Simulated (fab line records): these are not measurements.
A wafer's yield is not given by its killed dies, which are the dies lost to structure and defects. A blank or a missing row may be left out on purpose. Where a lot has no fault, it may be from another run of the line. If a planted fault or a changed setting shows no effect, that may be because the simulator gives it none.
8D (eight disciplines) problem report, filled in by code || flow n5_finfet || the parts of the form that need people (team, actions taken, sign-off) are left out

## 1. THE PROBLEM
At N5_PASSIVATION_PROBE_49, killed_at_front_end averages 137 over 6 wafers from 2 lots, while fault-free wafers read 39, standard deviation 13. Measured from the usual mean, that is +7.5 standard deviations.
First observed at day 17 10:37: wafer L908.1, on prober-01. The record has a number at this step for 9 wafers belonging to 3 lots. The rule behind "out" and "out of limits": a value lying over 4 standard deviations away from the usual mean. The rest of the wafers with a number are treated as sound.

## 2. WHAT THIS IS AND IS NOT
{"question": "which readings at this step", "is": "killed_at_front_end", "is not": "killed_at_M0_to_M3, killed_at_M4_up, killed_at_contacts, killed_at_other, killed_short, sort_bin_4_leakage, sort_bin_6_memory, sort_bin_8_speed"}
{"question": "which lots", "is": "L908, L911", "is not": "L901"}
{"question": "which wafers of those lots", "is": "all that have a number", "is not": "-"}
{"question": "read on which tools", "is": "prober-01", "is not": "prober-02"}
{"question": "when", "is": "from day 17 10:37", "is not": "up to then (3 sound wafers)"}

## 3. SUSPECTS, AND WHAT RULES EACH OUT
Counting: any tool at a process step up to the reading is kept as a suspect provided that every lot that is out went through it and no sound lot did after the first of them.
- ald_sin-04 at N5_GATE_CUT_ALD_22 (deposits SiNx, target thk 16 nm, pulse time 1 s, ald cycles 320): kept. It ran every lot that is out, first L908 (day 8 23:31), and no sound lot after that.
- pvd_sputter-01 at N5_PASSIVATION_PRE_CLEAN_19: kept. It ran every lot that is out, first L908 (day 17 03:49), and no sound lot after that.
- prober-01 at N5_PASSIVATION_PROBE_49: kept. It ran every lot that is out, first L908 (day 17 10:37), and no sound lot after that. Its own killed_at_front_end readings are out on those wafers.
Still standing after the count: ald_sin-04 at N5_GATE_CUT_ALD_22, pvd_sputter-01 at N5_PASSIVATION_PRE_CLEAN_19, prober-01 at N5_PASSIVATION_PROBE_49.

## 4. THE CAUSE (what the simulator had put in)
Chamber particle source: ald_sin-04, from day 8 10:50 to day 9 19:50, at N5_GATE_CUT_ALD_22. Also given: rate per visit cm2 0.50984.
Counting leaves 3 suspects; this tool is one of them.

## 5. SEQUENCE OF EFFECTS, ordered by route
One row per reading whose mean, taken over the struck wafers that have a number, lies over 3 standard deviations from the usual. Scope: only readings with a usual standard deviation given in the record; hours: median across lots of the time from each lot's start at the first step in this table that gives one to its start at this step; sigmas: change in usual standard deviations.
{"hours": 0, "step": "N5_PASSIVATION_PROBE_49", "reading": "defect_limited_yield", "usual": "91.4 %", "on struck wafers": 83.6, "change": -7.8, "sigmas": -5.2}
{"hours": 0, "step": "N5_PASSIVATION_PROBE_49", "reading": "killed_at_front_end", "usual": 39, "on struck wafers": 137, "change": "+98", "sigmas": "+7.5"}
{"hours": 0, "step": "N5_PASSIVATION_PROBE_49", "reading": "killed_dies", "usual": 102, "on struck wafers": 193, "change": "+91", "sigmas": "+5.4"}
{"hours": 0, "step": "N5_PASSIVATION_PROBE_49", "reading": "sort_bin_5_function", "usual": "5.1 %", "on struck wafers": 10.8, "change": "+5.7", "sigmas": "+6.0"}
{"hours": 0, "step": "N5_PASSIVATION_PROBE_49", "reading": "sort_n_pass", "usual": 1078, "on struck wafers": 987, "change": -91, "sigmas": -5.1}
{"hours": 0, "step": "N5_PASSIVATION_PROBE_49", "reading": "sort_yield_pct", "usual": "91.3 %", "on struck wafers": 83.6, "change": -7.7, "sigmas": -5.1}
Here are the process steps it includes:
- N5_PASSIVATION_PROBE_49

## 6. WHAT WOULD HAVE CAUGHT IT SOONER
First out-of-limits reading in this record: day 17 10:37, which is 216 hours after fault onset at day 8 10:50.
Of the tool readings at N5_GATE_CUT_ALD_22 for which the record gives a usual standard deviation, none was out on any struck wafer, so an alarm limit of 4 standard deviations on them would not have fired.
By day 17 10:37 the whole set of lots that are out, 2 in number, had already begun N5_GATE_CUT_ALD_22 on ald_sin-04. Had the tool been put on hold then, not one of them would have been saved.
